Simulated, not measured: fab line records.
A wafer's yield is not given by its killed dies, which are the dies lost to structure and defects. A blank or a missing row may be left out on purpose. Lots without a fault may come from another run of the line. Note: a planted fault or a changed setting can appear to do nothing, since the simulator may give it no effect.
fab line records ; flow n5-finfet ; part 1 of 2: steps 1 to 21 of 30
[record] lots = 5; wafers = 15; last-day = 16
route steps=1938 shown BEOL_M0@719
lots with no fault: from the same line, run without faults
start-h: start of the lot's first displayed wafer, in hours after the record's first day ; wait-h: hours elapsed since this lot's preceding step ; " as in the row above ; L1.1+2: a single row standing in for several wafers ; - no value, or no start was given ; * or withheld: withheld ; < > ~ a bound
route shown NAME@n: a module of which the file shows steps, and the number in the route of the first ; usual: average and standard deviation across the fault-free wafers ; same: alike in all rows ; chamber/n: place in a boat ; sites: readings site by site ; _std_site: standard deviation across them ; _edge_site: inner sites' mean taken away from outer sites' mean ; radius-mm: how far each site lies from the wafer's centre ; mask NAME#n: copy n ; behind: the last tool/chamber to shape the wafer ; hold: the reason the lot was held/the length of the hold in hours/how it ended ; device: which transistor (n, p or np) failed to switch ; end of line: tests run on the same wafers once the route is complete ; where a step has no rows: the recipe by itself ; killed: dies lost to structure and defects at the first sort, not the wafer's yield ; map: the dies of a wafer, with x for killed, . for not killed, _ for no die there
set.NAME: setting as actually run; set.NAME@STEP: the setting as run at that earlier step ; model.NAME: the simulator's own value behind a step, which no gauge read
lots seen at some steps along the route; tables by step, rows by wafer
services: from which hour (start-h, from the record's first day; less than 0 if before it) a tool's chamber was out of use, for how many hours, and why
[[steps]]
[step N5_BEOL_M0_WET_ETCH_106]
[recipe] chemistry = DHF; dilution = 10:1; temp-c = 25; target = SiO2; target-depth-a = 1300; dry = ipa-marangoni; rinse-time-s = 30; rinse-temp-c = 23
lot.wafer;tool;chamber;start-h;wait-h
L075.4+5+6;wet-bench-02;0,7,2;123.75;-
L077.2+4+5;wet-bench-05;0,3,6;132.88;-
L081.1+5+6;wet-bench-02;6,7,4;154.05;-
L093.1+2+4;wet-bench-05;5,3,2;230.41;-
L094.1+3+5;wet-bench-01;0,3,5;236.70;-
[step N5_BEOL_M0_ETCH_128]
[recipe] chemistry = CF4/N2; target-depth-a = 120; overetch-a = 51; target = SiCN; time-s = 21.4; ion-energy-ev = 150; pressure-mtorr = 40; source-w = 430; bias-w = 70; Ar_flow_sccm = 100; cf4-flow-sccm = 60; n2-flow-sccm = 60
[usual] bias-w = 70.03/0.21; drypump-motor-current-A = 5.60/0.28; oes-product-au = 0.55/0.058; rf-vpp-V = 381.5/1.7; showerhead-plenum-p-Torr = 2.17/0.056; throttle-valve-pct = 15.46/0.25
lot.wafer;tool;chamber;start-h;wait-h;bias-w;drypump-motor-current-A;oes-product-au;rf-hours-counter-h;rf-vpp-V;showerhead-plenum-p-Torr;throttle-valve-pct
L075.4;rie-diel-02;2;123.86;0.0;69.83;5.70;0.49;-;382.6;2.18;15.57
L075.5;rie-diel-02;1;123.86;0.0;70.06;5.20;0.53;-;381.1;2.15;15.84
L075.6;rie-diel-02;0;123.86;0.0;70.38;5.68;0.53;-;379.2;2.11;15.66
L077.2;rie-diel-06;3;132.99;0.1;70.01;5.93;0.49;204;381.8;2.10;15.67
L077.4;rie-diel-06;1;132.99;0.1;69.80;5.41;0.64;20;383.2;2.25;15.23
L077.5;rie-diel-06;0;132.99;0.1;69.88;6.01;0.64;-;380.2;2.15;15.08
L081.1;rie-diel-03;0;154.58;0.5;70.15;5.08;0.48;229;381.8;2.27;15.44
L081.5;rie-diel-03;2;154.58;0.5;70.09;5.71;0.62;-;381.9;2.25;15.19
L081.6;rie-diel-03;1;154.58;0.5;70.03;5.22;0.57;-;379.8;2.12;15.24
L093.1;rie-diel-06;1;230.47;0.0;70.29;5.40;0.61;50;383.5;2.24;15.31
L093.2;rie-diel-06;2;230.47;0.0;70.17;5.53;0.56;90;382.8;2.23;15.35
L093.4;rie-diel-06;0;230.47;0.0;70.55;6.02;0.58;52;379.2;2.14;15.17
L094.1;rie-diel-06;0;236.92;0.2;70.12;5.98;0.58;55;381.8;2.14;15.17
L094.3;rie-diel-06;3;236.92;0.2;70.26;5.91;0.47;234;380.1;2.09;15.72
L094.5;rie-diel-06;3;236.92;0.2;70.19;5.91;0.48;-;380.7;2.09;15.72
[step N5_BEOL_M0_TRENCH_ETCH_107]
[recipe] chemistry = C4F6/O2; target-depth-a = 328; target = SiOC; time-s = 16.4; ion-energy-ev = 250; pressure-mtorr = 30; source-w = 355; bias-w = 185; Ar_flow_sccm = 300; C4F6_flow_sccm = 10; O2_flow_sccm = 10
[usual] bias-w = 185.0/0.55; drypump-motor-current-A = 5.61/0.28; oes_f_703_au = 0.79/0.081; oes-product-au = 0.79/0.087; rf-vpp-V = 663/21; showerhead-plenum-p-Torr = 2.80/0.077; throttle-valve-pct = 20.87/0.28
lot.wafer;tool;chamber;start-h;wait-h;bias-w;drypump-motor-current-A;oes_f_703_au;oes-product-au;rf-hours-counter-h;rf-vpp-V;showerhead-plenum-p-Torr;throttle-valve-pct
L075.4;rie-diel-02;2;123.89;0.0;185.4;5.71;0.74;0.72;-;653;2.79;20.88
L075.5;rie-diel-02;1;123.89;0.0;184.1;5.19;0.76;0.77;-;690;2.79;21.49
L075.6;rie-diel-02;0;123.89;0.0;184.9;5.67;0.74;0.73;-;627;2.70;20.94
L077.2;rie-diel-06;3;133.03;0.0;185.3;5.92;0.72;0.71;204;638;2.70;21.00
L077.4;rie-diel-06;1;133.03;0.0;185.4;5.43;0.95;0.93;20;662;2.91;20.74
L077.5;rie-diel-06;0;133.03;0.0;185.5;6.04;0.88;0.89;-;666;2.75;20.42
L081.1;rie-diel-03;0;154.62;0.0;184.6;5.12;0.71;0.70;229;677;2.94;20.80
L081.5;rie-diel-03;2;154.62;0.0;185.2;5.73;0.85;0.91;-;693;2.90;20.68
L081.6;rie-diel-03;1;154.62;0.0;184.9;5.22;0.81;0.81;-;682;2.73;20.60
L093.1;rie-diel-06;1;230.51;0.0;185.3;5.40;0.90;0.88;50;662;2.89;20.78
L093.2;rie-diel-06;2;230.51;0.0;185.2;5.56;0.86;0.84;90;648;2.88;20.86
L093.4;rie-diel-06;0;230.51;0.0;184.9;6.05;0.84;0.84;52;665;2.74;20.47
L094.1;rie-diel-06;0;236.96;0.0;185.6;6.07;0.83;0.84;55;664;2.74;20.47
L094.3;rie-diel-06;3;236.96;0.0;185.0;5.93;0.70;0.68;234;638;2.69;21.03
L094.5;rie-diel-06;3;236.96;0.0;184.8;5.91;0.70;0.68;-;637;2.69;21.04
[step N5_BEOL_M0_STRIP_142]
[recipe] chemistry = N2/H2; time-s = 10; power-w = 450; temp-c = 40; pressure-mtorr = 20; rf-frequency-hz = 6e+07; bias-power-w = 7; n2-flow-sccm = 200; h2-flow-sccm = 200
[usual] drypump-motor-current-A = 5.61/0.28; oes-product-au = 0.79/0.088; rf-vpp-V = 58.9/0.85; showerhead-plenum-p-Torr = 2.50/0.066; throttle-valve-pct = 23.8/0.46
lot.wafer;tool;chamber;start-h;wait-h;drypump-motor-current-A;oes-product-au;rf-hours-counter-h;rf-vpp-V;showerhead-plenum-p-Torr;throttle-valve-pct
L075.4;rie-diel-02;2;123.93;0.0;5.72;0.72;-;58.8;2.51;24.1
L075.5;rie-diel-02;1;123.93;0.0;5.24;0.78;-;60.8;2.46;24.1
L075.6;rie-diel-02;0;123.93;0.0;5.69;0.73;-;58.2;2.45;24.4
L077.2;rie-diel-06;3;133.05;0.0;5.93;0.70;204;59.0;2.41;23.6
L077.4;rie-diel-06;1;133.05;0.0;5.44;0.91;20;59.7;2.60;23.4
L077.5;rie-diel-06;0;133.05;0.0;6.06;0.88;-;58.7;2.47;23.2
L081.1;rie-diel-03;0;154.64;0.0;5.07;0.70;229;60.0;2.62;23.4
L081.5;rie-diel-03;2;154.64;0.0;5.73;0.92;-;59.0;2.56;23.2
L081.6;rie-diel-03;1;154.64;0.0;5.24;0.81;-;57.6;2.42;23.1
L093.1;rie-diel-06;1;230.53;0.0;5.41;0.86;50;59.3;2.59;23.5
L093.2;rie-diel-06;2;230.53;0.0;5.56;0.83;91;59.7;2.58;24.3
L093.4;rie-diel-06;0;230.53;0.0;6.09;0.84;52;59.1;2.46;23.2
L094.1;rie-diel-06;0;236.98;0.0;6.00;0.85;55;58.0;2.46;23.2
L094.3;rie-diel-06;3;236.98;0.0;5.93;0.68;234;58.0;2.39;23.6
L094.5;rie-diel-06;3;236.98;0.0;5.93;0.68;-;59.4;2.39;23.6
[step N5_BEOL_M0_OCD_MEAS_108]
[usual] trench-depth-nm = 32.5/0.83
lot.wafer;tool;chamber;start-h;wait-h;trench-depth-nm
L075.4;ocd-01;-;123.99;0.0;32.2
L075.5;ocd-01;-;123.99;0.0;33.6
L075.6;ocd-01;-;123.99;0.0;31.4
L077.2;ocd-02;-;133.13;0.1;32.2
L077.4;ocd-02;-;133.13;0.1;32.9
L077.5;ocd-02;-;133.13;0.1;31.3
L081.1;ocd-02;-;154.72;0.1;33.6
L081.5;ocd-02;-;154.72;0.1;32.7
L081.6;ocd-02;-;154.72;0.1;32.5
L093.1;ocd-02;-;230.61;0.1;33.0
L093.2;ocd-02;-;230.61;0.1;33.4
L093.4;ocd-02;-;230.61;0.1;31.2
L094.1;ocd-01;-;237.06;0.1;31.5
L094.3;ocd-01;-;237.06;0.1;32.2
L094.5;ocd-01;-;237.06;0.1;32.0
[step N5_BEOL_M0_HM_STRIP_129]
[recipe] chemistry = peroxide-tin-strip; material = TiN; target-depth-a = 170; temp-c = 50; time-s = 108
lot.wafer;tool;chamber;start-h;wait-h
L075.4+5+6;wet-bench-05;1,0,2;124.02;0.0
L077.2+4+5;wet-bench-05;6,7,0;133.16;0.0
L081.1+5+6;wet-bench-02;7,1,4;154.76;0.0
L093.1+2+4;wet-bench-01;0,2,4;230.64;0.0
L094.1+3+5;wet-bench-01;6,3,0;237.09;0.0
[step N5_BEOL_M0_SRD_130]
[recipe] time-s = 30; temp-c = 23; rinse-liquid = diw; dry = ipa-marangoni
lot.wafer;tool;chamber;start-h;wait-h
L075.4+5+6;wet-bench-05;1,0,2;124.05;0.0
L077.2+4+5;wet-bench-05;6,7,0;133.20;0.0
L081.1+5+6;wet-bench-02;7,1,4;154.79;0.0
L093.1+2+4;wet-bench-01;0,2,4;230.68;0.0
L094.1+3+5;wet-bench-01;6,3,0;237.13;0.0
[step N5_BEOL_M0_ETCH_109]
[recipe] chemistry = CH3F/O2; target-depth-a = 80; overetch-a = 24; target = SiCN; time-s = 27.4; ion-energy-ev = 120; pressure-mtorr = 30; source-w = 395; bias-w = 75; Ar_flow_sccm = 150; CH3F_flow_sccm = 30; O2_flow_sccm = 20
[usual] bias-w = 75.01/0.23; drypump-motor-current-A = 5.58/0.29; oes-product-au = 0.67/0.068; rf-vpp-V = 296.8/1.4; showerhead-plenum-p-Torr = 1.97/0.053; throttle-valve-pct = 16.32/0.24
lot.wafer;tool;chamber;start-h;wait-h;bias-w;drypump-motor-current-A;oes-product-au;rf-hours-counter-h;rf-vpp-V;showerhead-plenum-p-Torr;throttle-valve-pct
L075.4;rie-diel-06;3;124.36;0.3;75.03;5.92;0.60;201;295.5;1.90;16.54
L075.5;rie-diel-06;3;124.36;0.3;75.17;5.93;0.61;-;295.7;1.90;16.54
L075.6;rie-diel-06;0;124.36;0.3;75.38;6.00;0.79;-;296.5;1.94;15.94
L077.2;rie-diel-02;0;133.24;0.0;74.97;5.68;0.63;197;294.6;1.89;16.46
L077.4;rie-diel-02;1;133.24;0.0;74.89;5.21;0.66;-;295.2;1.95;16.79
L077.5;rie-diel-02;0;133.24;0.0;75.05;5.71;0.63;-;296.4;1.89;16.46
L081.1;rie-diel-03;3;155.07;0.3;75.16;5.91;0.65;156;297.1;1.98;16.20
L081.5;rie-diel-03;2;155.07;0.3;75.30;5.72;0.77;-;298.5;2.04;16.11
L081.6;rie-diel-03;1;155.07;0.3;75.01;5.21;0.70;-;294.4;1.92;16.12
L093.1;rie-diel-03;1;230.72;0.0;75.28;5.23;0.66;136;295.5;1.91;16.18
L093.2;rie-diel-03;3;230.72;0.0;74.79;5.97;0.60;187;296.3;1.97;16.23
L093.4;rie-diel-03;1;230.72;0.0;75.27;5.22;0.66;-;296.0;1.91;16.19
L094.1;rie-diel-03;3;237.17;0.0;74.78;5.93;0.62;191;297.2;1.97;16.26
L094.3;rie-diel-03;2;237.17;0.0;75.02;5.70;0.75;67;298.5;2.03;16.14
L094.5;rie-diel-03;1;237.17;0.0;75.18;5.20;0.68;-;296.0;1.91;16.18
[step N5_BEOL_M0_STRIP_139]
[recipe] chemistry = post-etch-residue-remover; time-s = 60; temp-c = 25; remover-ph = withheld; remover-water-wt-pct = withheld; remover-fluoride-wt-pct = withheld
lot.wafer;tool;chamber;start-h;wait-h
L075.4+5+6;wet-bench-05;0,6,4;124.46;0.1
L077.2+4+5;wet-bench-05;4,5,1;133.34;0.1
L081.1+5+6;wet-bench-05;7,0,6;155.18;0.1
L093.1+2+4;wet-bench-02;2,4,5;230.86;0.1
L094.1+3+5;wet-bench-01;0,4,3;237.28;0.1
[step N5_BEOL_M0_SRD_111]
[recipe] time-s = 30; temp-c = 23; rinse-liquid = diw; dry = ipa-marangoni
lot.wafer;tool;chamber;start-h;wait-h
L075.4+5+6;wet-bench-05;0,6,4;124.48;0.0
L077.2+4+5;wet-bench-05;4,5,1;133.36;0.0
L081.1+5+6;wet-bench-05;7,0,6;155.20;0.0
L093.1+2+4;wet-bench-02;2,4,5;230.88;0.0
L094.1+3+5;wet-bench-01;0,4,3;237.30;0.0
[step N5_BEOL_M0_DEGAS_112]
[recipe] ambient = vacuum; temp-c = 250; time-s = 60
[usual] heater-power-w = 330/14
lot.wafer;tool;chamber;start-h;wait-h;heater-power-w
L075.4;pvd-sputter-03;-;124.58;0.1;332
L075.5;pvd-sputter-03;-;124.58;0.1;367
L075.6;pvd-sputter-03;-;124.58;0.1;342
L077.2;pvd-sputter-03;-;133.44;0.1;315
L077.4;pvd-sputter-03;-;133.44;0.1;341
L077.5;pvd-sputter-03;-;133.44;0.1;355
L081.1;pvd-sputter-01;-;156.88;1.7;332
L081.5;pvd-sputter-01;-;156.88;1.7;328
L081.6;pvd-sputter-01;-;156.88;1.7;323
L093.1;pvd-sputter-02;-;231.40;0.5;352
L093.2;pvd-sputter-02;-;231.40;0.5;339
L093.4;pvd-sputter-02;-;231.40;0.5;302
L094.1;pvd-sputter-02;-;237.34;0.0;355
L094.3;pvd-sputter-02;-;237.34;0.0;307
L094.5;pvd-sputter-02;-;237.34;0.0;344
[step N5_BEOL_M0_PRE_CLEAN_113]
[recipe] gas = H2/He; time-s = 30; temp-c = 250
[usual] heater-power-w = 329/14
lot.wafer;tool;chamber;start-h;wait-h;heater-power-w
L075.4;pvd-sputter-03;-;124.62;0.0;334
L075.5;pvd-sputter-03;-;124.62;0.0;354
L075.6;pvd-sputter-03;-;124.62;0.0;347
L077.2;pvd-sputter-03;-;133.48;0.0;305
L077.4;pvd-sputter-03;-;133.48;0.0;348
L077.5;pvd-sputter-03;-;133.48;0.0;357
L081.1;pvd-sputter-01;-;156.92;0.0;328
L081.5;pvd-sputter-01;-;156.92;0.0;325
L081.6;pvd-sputter-01;-;156.92;0.0;321
L093.1;pvd-sputter-02;-;231.44;0.0;351
L093.2;pvd-sputter-02;-;231.44;0.0;341
L093.4;pvd-sputter-02;-;231.44;0.0;303
L094.1;pvd-sputter-02;-;237.38;0.0;351
L094.3;pvd-sputter-02;-;237.38;0.0;304
L094.5;pvd-sputter-02;-;237.38;0.0;338
[step N5_BEOL_M0_ALD_136]
[recipe] material = TaN; target-thk-a = *; temp-c = 275; ald-precursor-family = PDMAT; ald-co-reactant = NH3; pressure-torr = 3; carrier-flow-sccm = 1500; pulse-time-s = 2; purge-time-s = 3; co-reactant-purge-time-s = 2; co-reactant-pulse-time-s = 3; ald-cycles = 30; precursor-vessel-temp-c = 75; precursor-vessel-pressure-torr = 26.25; precursor-vessel-carrier-sccm = 1000
[usual] heater-power-w = 413/48; precursor-vessel-pressure-torr = 26.25/0.057
lot.wafer;tool;chamber;start-h;wait-h;heater-power-w;precursor-vessel-pressure-torr
L075.4;ald-metal-01;0;124.68;0.0;351;26.26
L075.5;ald-metal-01;1;124.68;0.0;359;26.26
L075.6;ald-metal-01;2;124.68;0.0;372;26.37
L077.2;ald-metal-01;3;133.54;0.0;435;26.18
L077.4;ald-metal-01;1;133.54;0.0;366;26.32
L077.5;ald-metal-01;1;133.54;0.0;344;26.21
L081.1;ald-metal-02;3;156.98;0.0;394;26.25
L081.5;ald-metal-02;3;156.98;0.0;420;26.20
L081.6;ald-metal-02;0;156.98;0.0;407;26.29
L093.1;ald-metal-02;2;231.52;0.1;387;26.23
L093.2;ald-metal-02;3;231.52;0.1;410;26.30
L093.4;ald-metal-02;0;231.52;0.1;423;26.23
L094.1;ald-metal-02;1;237.45;0.0;449;26.25
L094.3;ald-metal-02;2;237.45;0.0;389;26.21
L094.5;ald-metal-02;2;237.45;0.0;385;26.23
[step N5_BEOL_M0_SURFACE_TREAT_137]
[recipe] gas = Ar; time-s = *; ion-energy-ev = *; ion-current-ma-cm2 = 0.5; pressure-mtorr = *; ar-flow-sccm = 30
[usual] throttle-valve-pct = *
lot.wafer;tool;chamber;start-h;wait-h;throttle-valve-pct
L075.4;pvd-sputter-01;-;124.91;0.1;*
L075.5;pvd-sputter-01;-;124.91;0.1;*
L075.6;pvd-sputter-01;-;124.91;0.1;*
L077.2;pvd-sputter-03;-;134.08;0.4;*
L077.4;pvd-sputter-03;-;134.08;0.4;*
L077.5;pvd-sputter-03;-;134.08;0.4;*
L081.1;pvd-sputter-02;-;157.28;0.2;*
L081.5;pvd-sputter-02;-;157.28;0.2;*
L081.6;pvd-sputter-02;-;157.28;0.2;*
L093.1;pvd-sputter-02;-;231.80;0.2;*
L093.2;pvd-sputter-02;-;231.80;0.2;*
L093.4;pvd-sputter-02;-;231.80;0.2;*
L094.1;pvd-sputter-01;-;237.74;0.2;*
L094.3;pvd-sputter-01;-;237.74;0.2;*
L094.5;pvd-sputter-01;-;237.74;0.2;*
[step N5_BEOL_M0_CVD_115]
[recipe] material = Co; target-thk-a = *; temp-c = withheld; precursor = CCTBA/H2; pressure-torr = 30; time-s = 120
lot.wafer;tool;chamber;start-h;wait-h
L075.4+5+6;cvd-co-01;2,2,0;125.01;0.1
L077.2+4+5;cvd-co-02;1,2,1;134.24;0.1
L081.1+5+6;cvd-co-01;2,1,0;157.34;0.0
L093.1+2+4;cvd-co-01;1,2,1;231.96;0.1
L094.1+3+5;cvd-co-02;2,0,0;237.90;0.1
[step N5_BEOL_M0_SPUTTER_116]
[recipe] material = Cu; target-thk-a = 40; temp-c = -20; chamber-pressure-pa = 0.07; power-w = withheld; time-s = 7.37
[usual] chamber-pressure-pa = 0.07/0.00016; throttle-valve-pct = 29.7/0.72
lot.wafer;tool;chamber;start-h;wait-h;chamber-pressure-pa;throttle-valve-pct
L075.4;pvd-sputter-02;-;125.11;0.1;0.07033;29.4
L075.5;pvd-sputter-02;-;125.11;0.1;0.06998;29.3
L075.6;pvd-sputter-02;-;125.11;0.1;0.06987;30.6
L077.2;pvd-sputter-01;-;135.88;1.6;0.06989;28.8
L077.4;pvd-sputter-01;-;135.88;1.6;0.06969;29.8
L077.5;pvd-sputter-01;-;135.88;1.6;0.06998;28.9
L081.1;pvd-sputter-02;-;157.46;0.1;0.07024;29.8
L081.5;pvd-sputter-02;-;157.46;0.1;0.07014;28.7
L081.6;pvd-sputter-02;-;157.46;0.1;0.07009;30.5
L093.1;pvd-sputter-01;-;232.21;0.2;0.07011;29.6
L093.2;pvd-sputter-01;-;232.21;0.2;0.07031;29.1
L093.4;pvd-sputter-01;-;232.21;0.2;0.07006;28.8
L094.1;pvd-sputter-02;-;238.00;0.1;0.07005;29.5
L094.3;pvd-sputter-02;-;238.00;0.1;0.07028;30.3
L094.5;pvd-sputter-02;-;238.00;0.1;0.07026;30.7
[step N5_BEOL_M0_ANNEAL_117]
[recipe] temp-c = 400; time-s = 60; ambient = vacuum
[usual] heater-power-w = 825/39; susceptor_temp_C_max = 400.9/0.35
lot.wafer;tool;chamber;start-h;wait-h;heater-power-w;susceptor_temp_C_max
L075.4;pvd-sputter-02;-;125.19;0.0;833;400.8
L075.5;pvd-sputter-02;-;125.19;0.0;819;402.0
L075.6;pvd-sputter-02;-;125.19;0.0;847;401.2
L077.2;pvd-sputter-01;-;135.96;0.0;801;400.8
L077.4;pvd-sputter-01;-;135.96;0.0;806;400.6
L077.5;pvd-sputter-01;-;135.96;0.0;831;400.9
L081.1;pvd-sputter-02;-;157.54;0.0;814;401.1
L081.5;pvd-sputter-02;-;157.54;0.0;866;401.4
L081.6;pvd-sputter-02;-;157.54;0.0;825;400.9
L093.1;pvd-sputter-01;-;232.29;0.0;851;400.4
L093.2;pvd-sputter-01;-;232.29;0.0;814;401.0
L093.4;pvd-sputter-01;-;232.29;0.0;795;400.8
L094.1;pvd-sputter-02;-;238.08;0.0;828;401.4
L094.3;pvd-sputter-02;-;238.08;0.0;827;401.4
L094.5;pvd-sputter-02;-;238.08;0.0;850;401.3
[step N5_BEOL_M0_SPUTTER_132]
[recipe] material = Cu; target-thk-a = 40; temp-c = -20; chamber-pressure-pa = 0.07; power-w = withheld; time-s = 7.37
[usual] chamber-pressure-pa = 0.06998/0.00014; throttle-valve-pct = 29.7/0.72
lot.wafer;tool;chamber;start-h;wait-h;chamber-pressure-pa;throttle-valve-pct
L075.4;pvd-sputter-02;-;125.23;0.0;0.06996;29.3
L075.5;pvd-sputter-02;-;125.23;0.0;0.06957;29.2
L075.6;pvd-sputter-02;-;125.23;0.0;0.06996;30.5
L077.2;pvd-sputter-01;-;136.00;0.0;0.06999;29.0
L077.4;pvd-sputter-01;-;136.00;0.0;0.06989;29.6
L077.5;pvd-sputter-01;-;136.00;0.0;0.06998;28.8
L081.1;pvd-sputter-02;-;157.58;0.0;0.0698;29.5
L081.5;pvd-sputter-02;-;157.58;0.0;0.06986;28.8
L081.6;pvd-sputter-02;-;157.58;0.0;0.06992;30.5
L093.1;pvd-sputter-01;-;232.33;0.0;0.07014;29.6
L093.2;pvd-sputter-01;-;232.33;0.0;0.07006;29.2
L093.4;pvd-sputter-01;-;232.33;0.0;0.07;28.8
L094.1;pvd-sputter-02;-;238.12;0.0;0.06991;29.6
L094.3;pvd-sputter-02;-;238.12;0.0;0.06987;30.7
L094.5;pvd-sputter-02;-;238.12;0.0;0.07001;30.5
[step N5_BEOL_M0_ANNEAL_133]
[recipe] temp-c = 400; time-s = 60; ambient = vacuum
[usual] heater-power-w = 825/41; susceptor_temp_C_max = 400.9/0.4
lot.wafer;tool;chamber;start-h;wait-h;heater-power-w;susceptor_temp_C_max
L075.4;pvd-sputter-02;-;125.31;0.0;848;401.2
L075.5;pvd-sputter-02;-;125.31;0.0;841;401.8
L075.6;pvd-sputter-02;-;125.31;0.0;839;400.9
L077.2;pvd-sputter-01;-;136.08;0.0;824;400.6
L077.4;pvd-sputter-01;-;136.08;0.0;820;401.5
L077.5;pvd-sputter-01;-;136.08;0.0;812;400.5
L081.1;pvd-sputter-02;-;157.66;0.0;825;401.9
L081.5;pvd-sputter-02;-;157.66;0.0;869;400.8
L081.6;pvd-sputter-02;-;157.66;0.0;847;400.9
L093.1;pvd-sputter-01;-;232.41;0.0;847;400.9
L093.2;pvd-sputter-01;-;232.41;0.0;831;401.2
L093.4;pvd-sputter-01;-;232.41;0.0;799;401.1
L094.1;pvd-sputter-02;-;238.20;0.0;813;401.4
L094.3;pvd-sputter-02;-;238.20;0.0;839;401.3
L094.5;pvd-sputter-02;-;238.20;0.0;820;400.8
[step N5_BEOL_M0_SPUTTER_134]
[recipe] material = Cu; target-thk-a = 40; temp-c = -20; chamber-pressure-pa = 0.07; power-w = withheld; time-s = 7.37
[usual] chamber-pressure-pa = 0.07/0.00014; throttle-valve-pct = 29.7/0.73
lot.wafer;tool;chamber;start-h;wait-h;chamber-pressure-pa;throttle-valve-pct
L075.4;pvd-sputter-02;-;125.35;0.0;0.07015;29.6
L075.5;pvd-sputter-02;-;125.35;0.0;0.07016;29.5
L075.6;pvd-sputter-02;-;125.35;0.0;0.07009;30.8
L077.2;pvd-sputter-01;-;136.12;0.0;0.06991;28.9
L077.4;pvd-sputter-01;-;136.12;0.0;0.07008;29.4
L077.5;pvd-sputter-01;-;136.12;0.0;0.06988;28.9
L081.1;pvd-sputter-02;-;157.70;0.0;0.06998;29.5
L081.5;pvd-sputter-02;-;157.70;0.0;0.06994;28.8
L081.6;pvd-sputter-02;-;157.70;0.0;0.06997;30.7
L093.1;pvd-sputter-01;-;232.45;0.0;0.06983;29.6
L093.2;pvd-sputter-01;-;232.45;0.0;0.06978;29.3
L093.4;pvd-sputter-01;-;232.45;0.0;0.07012;28.8
L094.1;pvd-sputter-02;-;238.24;0.0;0.06997;29.5
L094.3;pvd-sputter-02;-;238.24;0.0;0.07026;30.5
L094.5;pvd-sputter-02;-;238.24;0.0;0.07026;30.6
[step N5_BEOL_M0_ANNEAL_135]
[recipe] temp-c = 400; time-s = 60; ambient = vacuum
[usual] heater-power-w = 824/39; susceptor_temp_C_max = 400.9/0.35
lot.wafer;tool;chamber;start-h;wait-h;heater-power-w;susceptor_temp_C_max
L075.4;pvd-sputter-02;-;125.43;0.0;821;402.2
L075.5;pvd-sputter-02;-;125.43;0.0;819;401.8
L075.6;pvd-sputter-02;-;125.43;0.0;813;400.9
L077.2;pvd-sputter-01;-;136.20;0.0;824;400.8
L077.4;pvd-sputter-01;-;136.20;0.0;808;401.1
L077.5;pvd-sputter-01;-;136.20;0.0;802;401.4
L081.1;pvd-sputter-02;-;157.78;0.0;808;401.5
L081.5;pvd-sputter-02;-;157.78;0.0;876;400.8
L081.6;pvd-sputter-02;-;157.78;0.0;859;401.4
L093.1;pvd-sputter-01;-;232.53;0.0;868;401.5
L093.2;pvd-sputter-01;-;232.53;0.0;825;401.0
L093.4;pvd-sputter-01;-;232.53;0.0;798;401.7
L094.1;pvd-sputter-02;-;238.32;0.0;798;401.2
L094.3;pvd-sputter-02;-;238.32;0.0;849;400.8
L094.5;pvd-sputter-02;-;238.32;0.0;848;401.0
